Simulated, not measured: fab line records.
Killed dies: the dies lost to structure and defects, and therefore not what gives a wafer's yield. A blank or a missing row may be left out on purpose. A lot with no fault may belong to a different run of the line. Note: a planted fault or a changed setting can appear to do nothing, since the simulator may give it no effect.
Matching of chambers ; flow n5_finfet ; 4 sister chambers for N5_BEOL_M15_ETCH_61 on rie_diel-05
The step etches BARC in N2/H2, target depth 89 nm, overetch 26.7 nm, time 67.9 s. 18 wafers are shown with their chamber, then 9 later ones without.

== EACH WAFER AND ITS CHAMBER ==
wafer;chamber;drypump_motor_current_A (A);showerhead_plenum_p_Torr (Torr);throttle_valve_pct (%)
L074.1;3;6.0;2.51;18.15
L074.2;1;5.1;2.65;18.25
L074.5;2;6.3;2.63;17.98
L075.3;3;6.1;2.51;18.14
L075.4;0;5.3;2.63;17.62
L075.5;2;6.4;2.63;18.00
L076.1;2;6.4;2.63;18.00
L076.2;3;6.0;2.51;18.17
L076.3;0;5.3;2.63;17.62
L080.2;3;6.0;2.51;17.69
L080.3;2;6.3;2.63;18.01
L080.4;0;5.3;2.62;17.64
L088.1;3;6.0;2.50;17.72
L088.2;0;5.3;2.62;17.67
L088.5;2;6.3;2.62;18.04
L089.2;0;5.3;2.61;17.67
L089.5;1;5.1;2.64;18.30
L089.6;0;5.3;2.61;17.66

SIGNATURES, as means of the wafers listed above
reading;chamber 0;chamber 1;chamber 2;chamber 3;scatter within a chamber
drypump_motor_current_A;5.300;5.100;6.340;6.020;0.0378
showerhead_plenum_p_Torr;2.6200;2.6450;2.6280;2.5080;0.0066
throttle_valve_pct;17.6467;18.2750;18.0060;17.9740;0.133
Rule: for a wafer and a chamber, the distance is found by dividing, reading by reading, the gap between the wafer's reading and the chamber's mean by the reading's scatter, squaring, summing and taking the root. If the next closest chamber is less than 2 further off than the closest, the wafer can't be placed; otherwise it belongs to the closest. The scatter: the root of (the sum of the squares of (reading less its chamber's mean) over the shown wafers, divided by (wafers less chambers)).

== WAFERS WHOSE CHAMBER IS MISSING ==
wafer;drypump_motor_current_A (A);showerhead_plenum_p_Torr (Torr);throttle_valve_pct (%)
L092.1;6.3;2.62;17.53
L092.2;5.3;2.61;17.68
L092.5;5.4;2.61;17.69
L095.4;5.1;2.63;18.31
L095.5;5.1;2.63;18.32
L095.6;5.3;2.61;17.70
L096.1;5.3;2.61;17.70
L096.3;6.1;2.49;17.78
L096.5;5.3;2.61;17.70

== WHICH CHAMBER EACH WENT THROUGH ==
wafer;from the rows above;in truth
L092.1;2;2
L092.2;0;0
L092.5;0;0
L095.4;1;1
L095.5;1;1
L095.6;0;0
L096.1;0;0
L096.3;3;3
L096.5;0;0
Correct placement for 9 of the 9. Can't be placed from these rows: 0. 0 placed wrongly.
